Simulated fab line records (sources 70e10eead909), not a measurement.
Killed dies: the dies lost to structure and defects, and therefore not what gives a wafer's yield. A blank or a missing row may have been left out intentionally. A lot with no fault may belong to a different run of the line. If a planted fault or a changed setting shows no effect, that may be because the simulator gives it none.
fab line records	flow nand_harc
record: lots: 6	wafers: 18	last_day: 24
route steps=1159 shown P_CONTACT@241 P_M0@253 END@1159
lots with no fault: from the same line, run without faults
start_h: hours from the record's opening day to when the first of the lot's shown wafers began	wait_h: time in hours since the lot's previous step	" same as the row above	L1.1+2: several wafers, shown together as one row	- no value present, or no start provided	* or withheld: withheld	< > ~ a bound
route shown NAME@n: a module of which the file shows steps, and the number in the route of the first	usual: mean/standard deviation of fault-free wafers	same: alike in all rows	chamber/n: place in a boat	sites: per-site readings	_std_site: the values' standard deviation	_edge_site: mean of outer sites minus mean of inner sites	radius_mm: for every site, how far away it sits from the centre of the wafer	mask NAME#n: copy n	behind: the most recent tool/chamber to have shaped the wafer	hold: why the lot went on hold/how many hours it stayed there/how the hold came to an end	device: whichever transistor did not switch (one of n, p or np)	end of line: the same wafers' tests at the end of the route	a step with no rows: only its recipe	killed: the dies lost at the first sort to structure and to defects; this is not the yield of the wafer	map: a wafer's dies, x killed, . not, _ none there
set.NAME: the setting as run; set.NAME@STEP: as run at that earlier step	model.NAME: the simulator's own value behind a step, which no gauge read
lots at some steps of the route; a table a step, a row a wafer
services: a tool's chamber out of use, with start hour (start_h, from the record's first day; less than 0 if before it), hours out, and reason
== steps ==
step: NHARC_P_CONTACT_CD_MEAS_19
usual: cd_nm: 89.8/2.3
lot.wafer	tool	chamber	start_h	wait_h	cd_nm
L262.1	cd_sem-01	-	125.97	-	88.0
L262.2	"	-	"	"	89.9
L262.3	"	-	"	"	88.8
L264.2	cd_sem-03	-	134.22	-	88.4
L264.3	"	-	"	"	88.8
L264.6	"	-	"	"	88.4
L270.2	cd_sem-02	-	174.37	-	84.4
L270.3	"	-	"	"	90.3
L270.6	"	-	"	"	88.6
L271.2	cd_sem-03	-	192.14	-	95.2
L271.4	"	-	"	"	90.1
L271.6	"	-	"	"	94.5
L274.3	cd_sem-02	-	209.15	-	86.4
L274.4	"	-	"	"	88.6
L274.5	"	-	"	"	90.1
L280.1	cd_sem-03	-	235.94	-	91.0
L280.2	"	-	"	"	87.5
L280.4	"	-	"	"	87.2
step: NHARC_P_CONTACT_STRIP_28
recipe: o2_flow_sccm: 500	ar_flow_sccm: 0	bias_w: 0	chemistry: O2
usual: drypump_motor_current_A: 5.60/0.28	o2_flow_sccm: 499.8/1.4	oes_product_au: 1.002/0.011	rf_vpp_V: 57.8/0.83	showerhead_plenum_p_Torr: 3.50/0.12	throttle_valve_pct: 17.036/0.0094
lot.wafer	tool	chamber	start_h	wait_h	drypump_motor_current_A	o2_flow_sccm	oes_product_au	rf_hours_counter_h	rf_vpp_V	showerhead_plenum_p_Torr	throttle_valve_pct
L262.1	rie_diel-13	0	126.06	0.1	5.52	499.2	1.006	1	58.7	3.64	17.021
L262.3	"	1	"	"	5.66	499.8	0.992	1	58.0	3.50	17.040
L262.2	"	2	"	"	5.82	500.7	1.010	1	57.3	3.32	17.029
L264.2	rie_diel-13	0	134.31	0.1	5.57	496.5	1.004	2	58.9	3.64	17.028
L264.3	"	1	"	"	5.64	500.1	0.993	2	55.7	3.50	17.024
L264.6	"	3	"	"	5.29	498.9	1.000	-	57.2	3.55	17.028
L270.3	rie_diel-13	2	174.46	0.1	5.79	502.9	1.008	5	58.0	3.32	17.035
L270.2	"	0	"	"	5.61	503.6	0.989	5	58.0	3.64	17.037
L270.6	"	1	"	"	5.64	499.9	0.998	-	57.5	3.50	17.030
L271.2	rie_diel-13	1	192.22	0.1	5.65	501.7	0.985	7	56.5	3.50	17.045
L271.4	"	2	"	"	5.83	501.0	1.016	7	56.5	3.32	17.040
L271.6	"	1	"	"	5.65	501.2	1.004	-	56.9	3.50	17.028
L274.3	rie_diel-09	1	209.22	0.1	5.87	500.0	1.010	14	58.2	3.57	17.038
L274.4	"	3	"	"	4.88	498.3	0.994	12	56.3	3.55	17.045
L274.5	"	1	"	"	5.88	499.3	0.993	-	56.7	3.57	17.045
L280.2	rie_diel-13	2	236.03	0.1	5.81	498.1	1.001	11	58.4	3.32	17.053
L280.1	"	3	"	"	5.33	498.8	1.001	11	57.9	3.54	17.028
L280.4	"	1	"	"	5.66	500.3	0.995	11	56.2	3.49	17.037
step: NHARC_P_CONTACT_STRIP_29
recipe: time_s: 1200	temp_c: 72.5	chemistry: post_etch_residue_remover
step: NHARC_P_CONTACT_DEGAS_38
recipe: temp_c: 300	time_s: 60
usual: heater_power_w: 457/35	susceptor_temp_C: 299.99/0.19
lot.wafer	tool	chamber	start_h	wait_h	heater_power_w	susceptor_temp_C
L262.3	pvd_sputter-01	-	126.68	-	486	299.93
L262.1	"	-	"	"	457	300.13
L262.2	"	-	"	"	482	299.74
L264.3	pvd_sputter-01	-	134.94	-	477	299.80
L264.2	"	-	"	"	448	299.71
L264.6	"	-	"	"	471	299.85
L270.3	pvd_sputter-03	-	175.09	-	455	300.08
L270.2	"	-	"	"	485	299.95
L270.6	"	-	"	"	420	299.74
L271.4	pvd_sputter-03	-	192.86	-	419	299.75
L271.2	"	-	"	"	460	300.29
L271.6	"	-	"	"	445	299.91
L274.3	pvd_sputter-01	-	209.88	-	454	299.85
L274.4	"	-	"	"	460	300.05
L274.5	"	-	"	"	508	299.89
L280.4	pvd_sputter-03	-	236.68	-	421	299.65
L280.1	"	-	"	"	460	300.29
L280.2	"	-	"	"	439	300.02
step: NHARC_P_CONTACT_PRE_CLEAN_39
recipe: time_s: 19.5	bias_v: 250	gas: Ar
step: NHARC_P_CONTACT_PVD_32
recipe: target_thk_a: 50	chamber_pressure_pa: 5	power_w: 5000	substrate_temp_c: 200	time_s: 17.7	material: Ti
usual: chamber_pressure_pa: 5.002/0.01	throttle_valve_pct: 30.0/1.1
lot.wafer	tool	chamber	start_h	wait_h	chamber_pressure_pa	throttle_valve_pct
L262.1	pvd_sputter-01	-	-	-	5.004	31.8
L262.2	"	-	"	"	5.019	28.3
L262.3	"	-	"	"	4.975	29.8
L264.3	pvd_sputter-01	-	-	-	5.015	31.8
L264.2	"	-	"	"	5.019	28.2
L264.6	"	-	"	"	5.009	32.0
L270.2	pvd_sputter-03	-	-	-	5.009	30.1
L270.3	"	-	"	"	5.005	29.9
L270.6	"	-	"	"	5.001	29.9
L271.4	pvd_sputter-03	-	-	-	4.987	29.9
L271.2	"	-	"	"	4.992	31.2
L271.6	"	-	"	"	4.988	29.3
L274.3	pvd_sputter-01	-	-	-	4.993	28.9
L274.4	"	-	"	"	4.987	31.7
L274.5	"	-	"	"	5.005	28.9
L280.1	pvd_sputter-03	-	-	-	5.000	29.8
L280.4	"	-	"	"	5.003	31.4
L280.2	"	-	"	"	5.000	29.4
step: NHARC_P_CONTACT_ALD_22
recipe: target_thk_a: 30	pulse_time_s: 1	ald_cycles: 150	temp_c: 450	material: TiN
usual: heater_power_w: 1097/98	precursor_pulse_height_rel: 1.001/0.02	susceptor_temp_C: 450.00/0.22
same: ald_cycles: 150
lot.wafer	tool	chamber	start_h	wait_h	heater_power_w	precursor_pulse_height_rel	susceptor_temp_C
L262.3	ald_metal-02	1	126.92	-	1222	1.000	450.18
L262.1	"	2	"	"	1238	1.047	450.25
L262.2	"	0	"	"	1124	0.998	450.06
L264.3	ald_metal-03	2	135.18	-	1171	0.965	449.95
L264.2	"	3	"	"	1075	1.002	450.08
L264.6	"	3	"	"	1086	1.010	449.77
L270.3	ald_metal-01	0	175.34	-	915	1.000	450.21
L270.2	"	1	"	"	1011	1.015	450.19
L270.6	"	0	"	"	937	0.975	450.12
L271.2	ald_metal-01	3	193.12	-	986	0.997	450.10
L271.4	"	1	"	"	990	0.971	450.05
L271.6	"	2	"	"	1132	1.007	450.05
L274.3	ald_metal-01	2	210.10	-	1128	0.997	450.26
L274.4	"	1	"	"	988	0.988	450.19
L274.5	"	2	"	"	1125	1.027	449.93
L280.4	ald_metal-02	0	236.91	-	1117	0.999	449.88
L280.2	"	1	"	"	1183	1.005	450.04
L280.1	"	3	"	"	1128	1.033	450.33
step: NHARC_P_CONTACT_CVD_23
recipe: target_thk_a: 2000	temp_c: 300	pressure_torr: 40	wf6_flow_sccm: 40	h2_flow_sccm: 1600	ar_flow_sccm: 1560	time_s: 557	material: W
usual: heater_power_w: 441/36	susceptor_temp_C: 300.02/0.2	throttle_valve_pct: 7.91/0.26
lot.wafer	tool	chamber	start_h	wait_h	heater_power_w	susceptor_temp_C	throttle_valve_pct
L262.1	cvd_w-01	0	-	-	445	-	7.33
L262.2	"	1	"	"	383	-	7.71
L262.3	"	0	"	"	452	-	7.54
L264.2	cvd_w-01	1	-	-	397	300.50	7.80
L264.3	"	1	"	"	383	300.21	8.05
L264.6	"	0	"	"	447	300.12	7.57
L270.2	cvd_w-02	1	-	-	494	-	7.70
L270.3	"	0	"	"	454	-	8.27
L270.6	"	0	"	"	467	-	7.96
L271.2	cvd_w-01	0	-	-	458	-	7.75
L271.4	"	0	"	"	448	-	7.64
L271.6	"	1	"	"	390	-	8.09
L274.3	cvd_w-02	1	-	-	446	-	7.67
L274.4	"	0	"	"	477	-	8.35
L274.5	"	0	"	"	476	-	7.88
L280.1	cvd_w-02	1	-	-	452	300.27	7.94
L280.2	"	0	"	"	475	299.77	8.32
L280.4	"	0	"	"	481	299.87	8.17
step: NHARC_P_CONTACT_CMP_24
recipe: t_overpolish_s: 30	target_thk_nm: 200
step: NHARC_P_CONTACT_SRD_26
step: NHARC_P_CONTACT_INSPECT_27
usual: raw_defect_count: 349/120
lot.wafer	tool	chamber	start_h	wait_h	raw_defect_count
L262.1	defect_inspect-02	-	133.28	0.1	295
L262.2	"	-	"	"	263
L262.3	"	-	"	"	396
L264.2	defect_inspect-02	-	139.42	0.1	329
L264.3	"	-	"	"	479
L264.6	"	-	"	"	404
L270.2	defect_inspect-01	-	176.59	0.1	411
L270.3	"	-	"	"	584
L270.6	"	-	"	"	294
L271.2	defect_inspect-02	-	194.35	0.1	293
L271.4	"	-	"	"	402
L271.6	"	-	"	"	371
L274.3	defect_inspect-02	-	217.43	0.1	293
L274.4	"	-	"	"	603
L274.5	"	-	"	"	198
L280.1	defect_inspect-02	-	244.66	0.1	277
L280.2	"	-	"	"	153
L280.4	"	-	"	"	327
step: NHARC_P_M0_DEP_00
recipe: target_thk_a: 1500	target_thk_nm: 150	temp_c: withheld	pressure_torr: 5	flow_sccm: 200	rf_w: 600	material: SiOC
usual: showerhead_vpp_V: 1492/52
lot.wafer	tool	chamber	start_h	wait_h	showerhead_vpp_V
L262.2	pecvd-04	1	133.35	0.1	1553
L262.1	"	2	"	"	1471
L262.3	"	0	"	"	1512
L264.3	pecvd-02	1	139.49	0.1	1451
L264.2	"	2	"	"	1429
L264.6	"	1	"	"	1444
L270.3	pecvd-02	2	176.66	0.1	1399
L270.2	"	1	"	"	1458
L270.6	"	2	"	"	1423
L271.2	pecvd-03	0	194.42	0.1	1486
L271.6	"	1	"	"	1454
L271.4	"	2	"	"	1534
L271.2	pecvd-03	0	194.91	-	1492
L271.6	"	1	"	"	1460
L271.4	"	2	"	"	1536
L274.3	pecvd-02	2	217.63	0.2	1423
L274.5	"	2	"	"	1398
L274.4	"	0	"	"	1541
L274.3	pecvd-02	2	218.29	-	1416
L274.5	"	2	"	"	1395
L274.4	"	0	"	"	1556
L280.2	pecvd-04	1	244.73	0.1	1551
L280.1	"	0	"	"	1523
L280.4	"	0	"	"	1547
step: NHARC_P_M0_DEHYDRATE_01
recipe: temp_c: 150	time_s: 120
step: NHARC_END_SORT_01
recipe: temp_c: 25
usual: defect_limited_yield: 95.3/1.7	killed_at_array: 28/11	killed_at_other: 0.8/1.1	killed_at_periphery: 3.3/2.8	killed_dies: 32/11	killed_open: 3.3/1.9	killed_short: 1.9/1.4	sort_bin_2_pct: 1.4/0.68	sort_bin_3_pct: 0.25/0.24	sort_bin_4_pct: 3.0/1.1	sort_n_pass: 645/11	sort_rim_yield_pct: 95.3/2.5	sort_yield_pct: 95.3/1.7
same: gross_dies: 677	sort_bin_5_pct[%]: 0	sort_bin_6_pct[%]: 0	sort_bin_7_pct[%]: 0	sort_bin_8_pct[%]: 0	sort_rim_n_gross: 106.00
lot.wafer	tool	chamber	start_h	wait_h	defect_limited_yield[%]	killed_at_array	killed_at_other	killed_at_periphery	killed_dies	killed_open	killed_short	sort_bin_2_pct[%]	sort_bin_3_pct[%]	sort_bin_4_pct[%]	sort_n_pass	sort_rim_yield_pct[%]	sort_yield_pct[%]
L262.1	prober-01	0	456.45	2.5	92.6	37	1	12	50	2	2	2.1	0.15	5.2	627	91.5	92.6
L262.2	prober-01	0	457.24	2.8	95.1	26	1	6	33	5	0	1.5	0.44	3.0	644	94.3	95.1
L262.3	prober-01	0	458.04	3.1	94.4	26	1	11	38	3	4	2.1	0	3.5	639	95.3	94.4
L270.2	prober-01	0	511.01	2.8	95.6	27	0	3	30	1	2	0.9	0.44	3.1	647	96.2	95.6
L270.3	prober-01	0	511.81	3.1	95.6	29	0	1	30	3	0	1.0	0.30	3.1	647	90.6	95.6
L270.6	prober-01	0	514.18	4.0	95.1	32	0	1	33	3	1	2.4	0.15	2.4	644	90.6	95.1
L271.2	prober-02	0	514.67	2.8	0	33	0	644	677	3	1	97.0	0	3.0	0	0	0
L271.4	prober-02	0	516.25	3.4	0	23	1	653	677	3	2	97.0	0	3.0	0	0	0
L271.6	prober-02	0	517.83	3.9	0	32	1	644	677	6	0	96.0	0.15	3.8	0	0	0
L274.3	prober-02	0	554.75	3.1	0	54	0	623	677	8	3	93.8	0.15	6.1	0	0	0
L274.4	prober-02	0	555.56	3.4	0	52	1	624	677	4	1	95.4	0.15	4.4	0	0	0
L274.5	prober-02	0	556.36	3.7	0	49	0	628	677	2	3	95.1	0.44	4.4	0	0	0
killed by level:class
L262.1 A_CHANNEL_HOLE_D1:chamber_film_flake=13 A_SLIT:chamber_film_flake=12 A_WL_FILL:chamber_film_flake=6 P_M0:chamber_film_flake=3 P_BONDPAD:chamber_film_flake=3 A_WL_FILL:geometric_particle:short=2 P_ZERO_WELL:chamber_film_flake=2 P_GATE:chamber_film_flake=2
L262.2 A_CHANNEL_HOLE_D1:chamber_film_flake=14 A_SLIT:chamber_film_flake=7 P_M0:geometric_particle:open=2 A_ONON_D1:geometric_particle:open=1 A_CONTACT:geometric_particle:open=1 A_BLC:geometric_particle:open=1 P_ZERO_WELL:chamber_film_flake=1 P_GATE:chamber_film_flake=1
L262.3 A_CHANNEL_HOLE_D1:chamber_film_flake=11 A_SLIT:chamber_film_flake=6 A_WL_FILL:chamber_film_flake=4 P_M0:chamber_film_flake=4 A_WL_FILL:geometric_particle:short=2 P_BONDPAD:chamber_film_flake=2 P_GATE:geometric_particle:short=1 P_CONTACT:geometric_particle:open=1
L270.2 A_SLIT:chamber_film_flake=9 A_CONTACT:chamber_film_flake=7 A_STAIRCASE:chamber_film_flake=3 A_WL_FILL:chamber_film_flake=3 A_CHANNEL_HOLE_D1:chamber_film_flake=2 P_GATE:geometric_particle:open=1 P_M0:geometric_particle:short=1 A_ONON_D1:geometric_particle:short=1
L270.3 A_SLIT:chamber_film_flake=12 A_STAIRCASE:chamber_film_flake=5 A_SGD_CUT:chamber_film_flake=4 A_WL_FILL:chamber_film_flake=3 A_M0:geometric_particle:open=2 A_CHANNEL_FILL_D1:geometric_particle:open=1 P_ZERO_WELL:chamber_film_flake=1 A_CHANNEL_HOLE_D1:chamber_film_flake=1
L270.6 A_SLIT:chamber_film_flake=12 A_CONTACT:chamber_film_flake=7 A_STAIRCASE:chamber_film_flake=4 A_ZERO_WELL:chamber_film_flake=2 A_CHANNEL_HOLE_D1:chamber_film_flake=2 A_WL_FILL:chamber_film_flake=2 P_STI:geometric_particle:open=1 A_ONON_D1:geometric_particle:open=1
L271.2 P_M0:area_dep=642 A_SLIT:chamber_film_flake=13 A_STAIRCASE:chamber_film_flake=10 A_CONTACT:geometric_particle:open=2 A_BLC:chamber_film_flake=2 A_CHANNEL_FILL_D1:geometric_particle:open=1 A_WL_FILL:geometric_particle:short=1 P_STI:chamber_film_flake=1
L271.4 P_M0:area_dep=650 A_SLIT:chamber_film_flake=9 A_CHANNEL_HOLE_D1:chamber_film_flake=4 A_STAIRCASE:chamber_film_flake=3 A_BLC:chamber_film_flake=3 P_M0:geometric_particle:short=1 P_BONDPAD:geometric_particle:open=1 A_SLIT:geometric_particle:open=1
L271.6 P_M0:area_dep=641 A_SLIT:chamber_film_flake=13 A_CHANNEL_HOLE_D1:chamber_film_flake=6 A_CONTACT:geometric_particle:open=4 A_STAIRCASE:chamber_film_flake=3 A_CHANNEL_FILL_D1:geometric_particle:open=2 P_M0:chamber_film_flake=2 A_CONTACT:chamber_film_flake=2
L274.3 P_M0:area_dep=619 A_CHANNEL_HOLE_D1:chamber_film_flake=21 A_SLIT:chamber_film_flake=15 A_CONTACT:chamber_film_flake=6 A_STAIRCASE:chamber_film_flake=4 A_WL_FILL:geometric_particle:short=2 A_BLC:geometric_particle:open=2 P_CONTACT:geometric_particle:open=1
L274.4 P_M0:area_dep=624 A_CHANNEL_HOLE_D1:chamber_film_flake=20 A_CONTACT:chamber_film_flake=15 A_SLIT:chamber_film_flake=10 A_CONTACT:geometric_particle:open=2 A_CHANNEL_HOLE_D1:geometric_particle:open=1 A_M0:geometric_particle:short=1 A_M1:geometric_particle:open=1
L274.5 P_M0:area_dep=627 A_CHANNEL_HOLE_D1:chamber_film_flake=19 A_SLIT:chamber_film_flake=13 A_CONTACT:chamber_film_flake=10 A_CONTACT:geometric_particle:short=2 A_STAIRCASE:chamber_film_flake=2 A_CHANNEL_FILL_D1:geometric_particle:short=1 A_CHANNEL_FILL_D1:geometric_particle:open=1
map L271.2 (x killed, . not)
____________x____________
_________xxxxxxx_________
_______xxxxxxxxxxx_______
______xxxxxxxxxxxxx______
_____xxxxxxxxxxxxxxx_____
____xxxxxxxxxxxxxxxxx____
____xxxxxxxxxxxxxxxxx____
___xxxxxxxxxxxxxxxxxxx___
___xxxxxxxxxxxxxxxxxxx___
__xxxxxxxxxxxxxxxxxxxxx__
__xxxxxxxxxxxxxxxxxxxxx__
_xxxxxxxxxxxxxxxxxxxxxxx_
_xxxxxxxxxxxxxxxxxxxxxxx_
_xxxxxxxxxxxxxxxxxxxxxxx_
_xxxxxxxxxxxxxxxxxxxxxxx_
_xxxxxxxxxxxxxxxxxxxxxxx_
xxxxxxxxxxxxxxxxxxxxxxxxx
xxxxxxxxxxxxxxxxxxxxxxxxx
xxxxxxxxxxxxxxxxxxxxxxxxx
xxxxxxxxxxxxxxxxxxxxxxxxx
xxxxxxxxxxxxxxxxxxxxxxxxx
_xxxxxxxxxxxxxxxxxxxxxxx_
_xxxxxxxxxxxxxxxxxxxxxxx_
_xxxxxxxxxxxxxxxxxxxxxxx_
_xxxxxxxxxxxxxxxxxxxxxxx_
_xxxxxxxxxxxxxxxxxxxxxxx_
__xxxxxxxxxxxxxxxxxxxxx__
__xxxxxxxxxxxxxxxxxxxxx__
___xxxxxxxxxxxxxxxxxxx___
___xxxxxxxxxxxxxxxxxxx___
____xxxxxxxxxxxxxxxxx____
____xxxxxxxxxxxxxxxxx____
_____xxxxxxxxxxxxxxx_____
______xxxxxxxxxxxxx______
_______xxxxxxxxxxx_______
_________xxxxxxx_________
____________x____________
map L274.3 (x killed, . not)
____________x____________
_________xxxxxxx_________
_______xxxxxxxxxxx_______
______xxxxxxxxxxxxx______
_____xxxxxxxxxxxxxxx_____
____xxxxxxxxxxxxxxxxx____
____xxxxxxxxxxxxxxxxx____
___xxxxxxxxxxxxxxxxxxx___
___xxxxxxxxxxxxxxxxxxx___
__xxxxxxxxxxxxxxxxxxxxx__
__xxxxxxxxxxxxxxxxxxxxx__
_xxxxxxxxxxxxxxxxxxxxxxx_
_xxxxxxxxxxxxxxxxxxxxxxx_
_xxxxxxxxxxxxxxxxxxxxxxx_
_xxxxxxxxxxxxxxxxxxxxxxx_
_xxxxxxxxxxxxxxxxxxxxxxx_
xxxxxxxxxxxxxxxxxxxxxxxxx
xxxxxxxxxxxxxxxxxxxxxxxxx
xxxxxxxxxxxxxxxxxxxxxxxxx
xxxxxxxxxxxxxxxxxxxxxxxxx
xxxxxxxxxxxxxxxxxxxxxxxxx
_xxxxxxxxxxxxxxxxxxxxxxx_
_xxxxxxxxxxxxxxxxxxxxxxx_
_xxxxxxxxxxxxxxxxxxxxxxx_
_xxxxxxxxxxxxxxxxxxxxxxx_
_xxxxxxxxxxxxxxxxxxxxxxx_
__xxxxxxxxxxxxxxxxxxxxx__
__xxxxxxxxxxxxxxxxxxxxx__
___xxxxxxxxxxxxxxxxxxx___
___xxxxxxxxxxxxxxxxxxx___
____xxxxxxxxxxxxxxxxx____
____xxxxxxxxxxxxxxxxx____
_____xxxxxxxxxxxxxxx_____
______xxxxxxxxxxxxx______
_______xxxxxxxxxxx_______
_________xxxxxxx_________
____________x____________
== services ==
tool	chamber	start_h	hours	kind
pecvd-03	-	111.48	13.0	pm
cvd_w-01	-	112.14	13.0	pm
rie_diel-09	3	115.37	3.9	repair
pecvd-02	-	123.22	0.9	repair
cvd_w-02	-	136.40	0.8	repair
ald_metal-02	3	142.55	2.6	repair
ald_metal-03	-	144.00	10.0	pm
pecvd-04	2	148.30	5.7	repair
rie_diel-09	0	152.01	9.6	repair
pecvd-02	-	153.33	13.0	pm
pvd_sputter-01	-	158.83	10.0	pm
rie_diel-09	-	160.46	0.9	repair
rie_diel-09	3	165.20	11.1	repair
ald_metal-02	-	172.44	0.8	repair
pecvd-02	-	178.66	1.9	repair
ald_metal-02	-	186.00	10.0	pm
pecvd-04	-	195.41	13.0	pm
cvd_w-02	-	196.26	13.0	pm
pecvd-02	1	197.67	1.8	repair
pvd_sputter-03	-	207.74	10.3	repair
ald_metal-02	-	208.53	1.0	repair
pecvd-03	-	233.74	1.1	repair
rie_diel-13	-	237.10	0.2	repair
pvd_sputter-01	-	240.30	3.6	repair
== key ==
first_sign: step: NHARC_P_M0_DEP_00	reading: visit	direction: added
effect: step: NHARC_END_SORT_01	reading: killed_at_periphery	direction: up	sigmas: 99+	usual: 3.3	struck: 636
more_kills_born_at: NHARC_P_M0_DEP_00@pecvd-03: 1933	NHARC_P_M0_DEP_00@pecvd-02: 1870
met_at NHARC_P_M0_DEP_00
struck_wafers L271.2,L271.4,L271.6,L274.3,L274.4,L274.5
later_rows_left_out L271.2,L271.4,L271.6,L274.3,L274.4,L274.5
fault: kind: repeated_step_whole	tool: pecvd-02,pecvd-03,pecvd-04	chamber: -	onset_h: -	steps: NHARC_P_M0_DEP_00	times: 1	scope: struck_lots_only
later_rows_left_out: the simulator's readings of these wafers behind a module that went badly wrong aren't trusted and aren't shown, but for the sort
